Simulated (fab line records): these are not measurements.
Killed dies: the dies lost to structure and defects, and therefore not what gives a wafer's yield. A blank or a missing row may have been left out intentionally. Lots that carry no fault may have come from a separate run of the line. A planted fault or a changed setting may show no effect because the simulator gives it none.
Matching of chambers | flow nand harc | rie diel-09 running NHARC_A_STAIRCASE_DESCUM_168: 4 sister chambers
The step chemistry O2, time 3 s. 22 wafers are shown with their chamber, then 11 later ones without.

## WAFERS WITH THEIR CHAMBER
wafer  | chamber | drypump motor current A (A) | showerhead plenum p Torr (Torr) | rf vpp V (V)
L076.1 | 1       | 5.5                         | 1.94                            | 58.2
L076.4 | 2       | 6.4                         | 2.00                            | 58.8
L076.5 | 1       | 5.5                         | 1.94                            | 57.0
L080.1 | 3       | 5.0                         | 1.83                            | 58.2
L080.4 | 0       | 6.2                         | 2.05                            | 57.7
L080.6 | 1       | 5.5                         | 1.94                            | 58.1
L081.2 | 2       | 6.3                         | 1.99                            | 58.0
L081.4 | 1       | 5.5                         | 1.94                            | 58.2
L081.6 | 3       | 5.0                         | 1.83                            | 56.6
L082.3 | 3       | 4.9                         | 1.83                            | 57.7
L082.4 | 1       | 5.5                         | 1.93                            | 57.7
L082.6 | 1       | 5.5                         | 1.93                            | 58.3
L086.2 | 0       | 6.2                         | 2.04                            | 58.6
L086.3 | 2       | 6.4                         | 1.99                            | 58.6
L086.6 | 2       | 6.3                         | 1.99                            | 58.6
L088.1 | 0       | 6.2                         | 2.04                            | 58.4
L088.4 | 3       | 5.0                         | 1.82                            | 57.2
L088.5 | 1       | 5.5                         | 1.93                            | 57.3
L091.2 | 3       | 5.0                         | 1.82                            | 57.5
L091.3 | 1       | 5.5                         | 1.93                            | 57.5
L091.6 | 2       | 6.3                         | 1.98                            | 59.4
L093.3 | 3       | 5.0                         | 1.82                            | 57.0

SIGNATURES (means of the wafers above)
reading                  | chamber 0 | chamber 1 | chamber 2 | chamber 3 | scatter within a chamber
drypump motor current A  | 6.200     | 5.500     | 6.340     | 4.983     | 0.0336
showerhead plenum p Torr | 2.0433    | 1.9350    | 1.9900    | 1.8250    | 0.00585
rf vpp V                 | 58.233    | 57.788    | 58.680    | 57.367    | 0.51
Rule: distance of a wafer from a chamber = root of the sum over the readings of ((wafer's reading minus chamber's mean) / reading's scatter) squared. The wafer belongs to the nearest chamber; if the next one is less than 2 further off, it can't be placed. How the scatter is found: for the shown wafers, subtract from each reading the mean of its chamber, square and add these, divide the total by (wafers less chambers), then take the root.

## WAFERS WITHOUT THEIR CHAMBER
wafer  | drypump motor current A (A) | showerhead plenum p Torr (Torr) | rf vpp V (V)
L093.4 | 5.5                         | 1.93                            | 58.5
L093.6 | 6.3                         | 1.98                            | 57.0
L090.1 | 6.2                         | 2.04                            | 59.1
L090.5 | 6.4                         | 1.98                            | 58.1
L090.6 | 5.5                         | 1.93                            | 57.9
L094.1 | 5.5                         | 1.92                            | 58.9
L094.2 | 4.9                         | 1.82                            | 56.5
L094.4 | 6.3                         | 1.98                            | 58.2
L095.2 | 6.3                         | 1.98                            | 55.5
L095.3 | 6.2                         | 2.03                            | 58.5
L095.6 | 5.5                         | 1.92                            | 58.9

## CHAMBER TAKEN BY EACH
wafer  | from the rows above | in truth
L093.4 | 1                   | 1
L093.6 | 2                   | 2
L090.1 | 0                   | 0
L090.5 | 2                   | 2
L090.6 | 1                   | 1
L094.1 | 1                   | 1
L094.2 | 3                   | 3
L094.4 | 2                   | 2
L095.2 | 2                   | 2
L095.3 | 0                   | 0
L095.6 | 1                   | 1
Placed correctly: 11 of 11. Not placeable from these rows: 0. Placed wrongly: 0.
